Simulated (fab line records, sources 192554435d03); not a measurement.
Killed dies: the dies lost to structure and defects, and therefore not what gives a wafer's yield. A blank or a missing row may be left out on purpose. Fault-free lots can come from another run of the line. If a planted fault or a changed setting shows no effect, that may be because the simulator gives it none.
Which tool did it? | flow n5-finfet | Sampling: 10 lots, 30 wafers, 3 of 1938 route steps

## WHAT EACH GAUGE READ, for each wafer
N5_PASSIVATION_CD_MEAS_44: the cd target is 40000 nm.
lot  | measured     | on        | cd-nm (nm)
L492 | day 13 21:39 | cd-sem-03 | 40004 40001 40004
L494 | day 14 16:14 | cd-sem-03 | 39999 40002 39999
L495 | day 14 17:50 | cd-sem-02 | 39999 40000 39998
L496 | day 14 19:25 | cd-sem-02 | 39998 40000 40002
L497 | day 15 07:37 | cd-sem-02 | 40005 39998 40002
L498 | day 15 01:19 | cd-sem-01 | 39998 40001 39998
L500 | day 16 00:38 | cd-sem-03 | 40005 39999 40004
L501 | day 16 05:59 | cd-sem-02 | 40003 40001 40004
L510 | day 20 01:44 | cd-sem-03 | 40003 39999 39999
L514 | day 20 05:58 | cd-sem-03 | 39997 39999 39995

## TOOL THAT RAN EACH LOT (tool first, then ch and the chambers of the sampled wafers, then the start)
lot  | N5_BEOL_M1_SPUTTER_88        | N5_PASSIVATION_ETCH_59
L492 | pvd-sputter-01, day 6 13:28  | rie-metal-01 ch 0,1, day 13 20:28
L494 | pvd-sputter-01, day 7 01:09  | rie-metal-01 ch 0,1, day 14 14:58
L495 | pvd-sputter-01, day 7 05:57  | rie-metal-01 ch 0,1, day 14 16:38
L496 | pvd-sputter-02, day 7 23:31  | rie-metal-02 ch 0, day 14 18:13
L497 | pvd-sputter-03, day 8 01:12  | rie-metal-01 ch 0,1, day 15 06:20
L498 | pvd-sputter-02, day 8 03:53  | rie-metal-01 ch 0,1, day 15 00:01
L500 | pvd-sputter-01, day 8 18:16  | rie-metal-03 ch 0,1, day 15 23:14
L501 | pvd-sputter-01, day 9 07:26  | rie-metal-03 ch 0,1, day 16 04:38
L510 | pvd-sputter-01, day 11 16:43 | rie-metal-03 ch 0,1, day 20 00:26
L514 | pvd-sputter-03, day 12 19:04 | rie-metal-01 ch 0,1, day 20 04:40
- N5_BEOL_M1_SPUTTER_88: material Cu, target thk 4.5 nm, time 8.29 s.
- N5_PASSIVATION_ETCH_59: etches TaN in Cl2/BCl3, target depth 65 nm, time 34.9 s.

## WHAT THE TOOLS THEMSELVES READ (means of the sampled wafers that have a number; where no wafer has one, the mark that the record gives instead)
N5_BEOL_M1_SPUTTER_88.
lot  | tool           | chuck-gas-flow-sccm (sccm) | throttle-valve-pct (%)
L492 | pvd-sputter-01 | 1.30                       | 30.7
L494 | pvd-sputter-01 | 1.33                       | 30.3
L495 | pvd-sputter-01 | 1.30                       | 30.5
L496 | pvd-sputter-02 | 1.29                       | 30.3
L497 | pvd-sputter-03 | 1.26                       | 30.3
L498 | pvd-sputter-02 | 1.22                       | 31.4
L500 | pvd-sputter-01 | 1.31                       | 30.3
L501 | pvd-sputter-01 | 1.35                       | 29.0
L510 | pvd-sputter-01 | 1.32                       | 30.0
L514 | pvd-sputter-03 | 1.27                       | 29.8

N5_PASSIVATION_ETCH_59.
lot  | tool         | bcl3-flow-sccm (sccm) | drypump-motor-current-A (A) | mfc-cl2-sccm (sccm) | oes-product-au (a.u.) | throttle-valve-pct (%)
L492 | rie-metal-01 | 30.00                 | 5.0                         | 60.11               | 0.86                  | 20.95
L494 | rie-metal-01 | 30.05                 | 5.0                         | 60.14               | 0.84                  | 20.96
L495 | rie-metal-01 | 29.96                 | 5.0                         | 59.97               | 0.85                  | 20.95
L496 | rie-metal-02 | 30.12                 | 6.1                         | 59.99               | 0.80                  | 21.09
L497 | rie-metal-01 | 30.01                 | 5.0                         | 59.99               | 0.81                  | 21.00
L498 | rie-metal-01 | 29.99                 | 5.0                         | 59.94               | 0.81                  | 20.99
L500 | rie-metal-03 | 29.93                 | 5.8                         | 60.13               | 0.87                  | 20.89
L501 | rie-metal-03 | 29.95                 | 5.6                         | 60.04               | 0.82                  | 21.06
L510 | rie-metal-03 | 29.95                 | 5.8                         | 59.98               | 0.84                  | 20.90
L514 | rie-metal-01 | 30.01                 | 5.0                         | 60.15               | 0.77                  | 21.02

## THE ANSWER, worked out from the rows above alone
Rule: usual is defined by the lots themselves. The widest of any qualifying gaps counts: lots, ordered by their means at a reading, are off when they make up no more than a third of the lots, leave a main group of 4 or more, and stand apart from it by 3 or more times the standard deviation of that group's means. If all means in a main group match to the digits the tables above print for the reading, that group is not used. Also off: a lot with no number at a reading for which 4 or more lots have one. The other lots that the step has rows for count as sound. Order of review: gauges by route order, followed by the tools' own readings, for which a lot's mean as printed above is used. At the first step where some lot is off, the reading lying furthest off is the one used; lots without a number count as furthest.
No lot is off at any reading shown: from this, nothing can be told.

## WHAT HAD BEEN PUT IN BY THE SIMULATOR
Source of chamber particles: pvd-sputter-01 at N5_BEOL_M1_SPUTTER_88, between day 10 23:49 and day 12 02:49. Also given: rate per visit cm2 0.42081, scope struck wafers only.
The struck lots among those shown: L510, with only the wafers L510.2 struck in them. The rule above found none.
